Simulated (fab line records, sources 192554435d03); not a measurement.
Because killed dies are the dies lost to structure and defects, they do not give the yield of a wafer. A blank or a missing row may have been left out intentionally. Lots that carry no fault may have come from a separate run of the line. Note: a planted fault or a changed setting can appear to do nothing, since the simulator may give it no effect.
Comparing a struck lot with a sound one || flow n5Finfet || 15 out of 1938 route steps
Sound: these wafers, L862.1, L862.3, L862.6. Struck: wafer L872.2 (left out: L872.1, L872.6 of the same lot, which were not struck); the cause appears at the end.
At each step with rows: each side's tool, then ch and its chambers, then its first start. Under that, the readings that differ: sound wafers || struck wafers || difference of the means || sigmas: that difference in standard deviations of wafers without a fault.
alike: readings with means less than 2 such deviations apart, plus words and numbers identical on both sides. not compared: withheld readings, readings lacking a value on some wafer, bounds such as >300 that could conceal the same value, and numbers that have no deviation in the record and whose values overlap.
Wherever a step has rows on one side only, a row that says differs or no value, or a row with sigmas, the two part there. Non-overlapping numbers with no deviation appear without sigmas and do not part them. Lack of a reading on every wafer of one side parts them only where that side has two or more wafers.

first, 2 steps without rows for these wafers: N5_BEOL_M2_PEB_09 (peb time 60 s); N5_BEOL_M2_DEVELOP_10 (develop time 30 s).
N5_BEOL_M2_CD_MEAS_11: the cd target is 16.79 nm.
  sound on cdSem-03 ch 0, day 9 02:43; struck on cdSem-01 ch 0, day 11 11:53
  alike: cdNm
N5_BEOL_M2_OVL_MEAS_12:
  sound on overlay-02 ch 0, day 9 02:45; struck on overlay-02 ch 0, day 11 11:55
  alike: M2_OVL
N5_BEOL_M2_INSPECT_13: inspects for defects (brightfield).
  sound on defectInspect-01 at day 9 02:49; struck on defectInspect-01 at day 11 11:59
  alike: rawDefectCount
then, 1 step without rows for these wafers: N5_BEOL_M2_DESCUM_16 (chemistry O2, time 7 s).
N5_BEOL_M2_ETCH_74: etches underlayer in N2/H2, target depth 6.5 nm, time 5.2 s.
  sound on rieDiel-01 ch 1,2,3, day 9 03:46; struck on rieDiel-05 ch 0, day 11 12:23
  alike: drypumpMotorCurrentA, etchRfOnTimeS, oesProductAu, rfFwdPowerW, rfVppV, showerheadPlenumPTorr, throttleValvePct
  not compared: rfHoursCounterH
N5_BEOL_M2_ETCH_63: etches SiARC in CF4, target depth 15.6 nm, time 26 s.
  sound on rieDiel-01 ch 1,2,3, day 9 03:47; struck on rieDiel-05 ch 0, day 11 12:23
  alike: drypumpMotorCurrentA, etchRfOnTimeS, oesProductAu, rfFwdPowerW, rfVppV, showerheadPlenumPTorr, throttleValvePct
  not compared: rfHoursCounterH
N5_BEOL_M2_ETCH_64: etches SOC in N2/H2, target depth 75 nm, overetch 22.5 nm, time 121.9 s.
  sound on rieDiel-01 ch 1,2,3, day 9 03:48; struck on rieDiel-05 ch 0, day 11 12:25
  alike: drypumpMotorCurrentA, oesProductAu, rfFwdPowerW, rfVppV, showerheadPlenumPTorr, throttleValvePct
  not compared: rfHoursCounterH
then, 2 steps without rows for these wafers: N5_BEOL_M2_STRIP_65 (strips in N2/H2); N5_BEOL_M2_STRIP_75 (strips in N2/H2).
N5_BEOL_M2_STRIP_66: strips in CF4.
  sound on rieDiel-01 ch 1,2,3, day 9 03:56; struck on rieDiel-05 ch 0, day 11 12:33
  alike: drypumpMotorCurrentA, oesProductAu, rfFwdPowerW, rfVppV, showerheadPlenumPTorr, throttleValvePct
  not compared: rfHoursCounterH
N5_BEOL_M2_HM_OPEN_17: chemistry Cl2/BCl3, target TiN, target depth 20 nm, overetch 6 nm.
  sound on rieMetal-02 ch 0, day 9 03:59; struck on rieMetal-02 ch 0, day 11 12:35
{"reading": "bcl3FlowSccm (sccm)", "sound": "21.83 21.88 21.86", "struck": 21.53, "difference": -0.33, "sigmas": -4}
{"reading": "model.SOC_of_BEOL_M2_COAT_61.thkNm (nm)", "sound": "52.4 52.4 52.4", "struck": 51.6, "difference": -0.8, "sigmas": ""}
  alike: drypumpMotorCurrentA, heBacksideLeakSccm, oesProductAu, rfFwdPowerW, throttleValvePct
  not compared: rfHoursCounterH
N5_BEOL_M2_STRIP_19: strips in O2.
  sound on rieDiel-01 ch 0,1,2, day 9 04:08; struck on rieDiel-05 ch 0, day 11 12:42
  alike: drypumpMotorCurrentA, o2FlowSccm, oesProductAu, rfVppV, showerheadPlenumPTorr, throttleValvePct
  not compared: rfHoursCounterH
N5_BEOL_M4_RC_MEAS_101:
  sound on prober-01 ch 0, day 10 14:25; struck on prober-01 ch 0, day 12 22:20
  alike: DIBL_N, DIBL_P, IOFF_N, IOFF_P, ION_N, ION_P, SS_N, SS_P, VT_N, VT_P

## WHERE THEY PART
Only at N5_BEOL_M2_HM_OPEN_17, within this record. Later steps at which nothing parts them and some readings are alike: N5_BEOL_M2_STRIP_19, N5_BEOL_M4_RC_MEAS_101.

WHY: what the simulator had put in
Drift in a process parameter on rieMetal-02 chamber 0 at N5_BEOL_M2_HM_OPEN_17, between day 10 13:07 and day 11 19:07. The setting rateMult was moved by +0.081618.
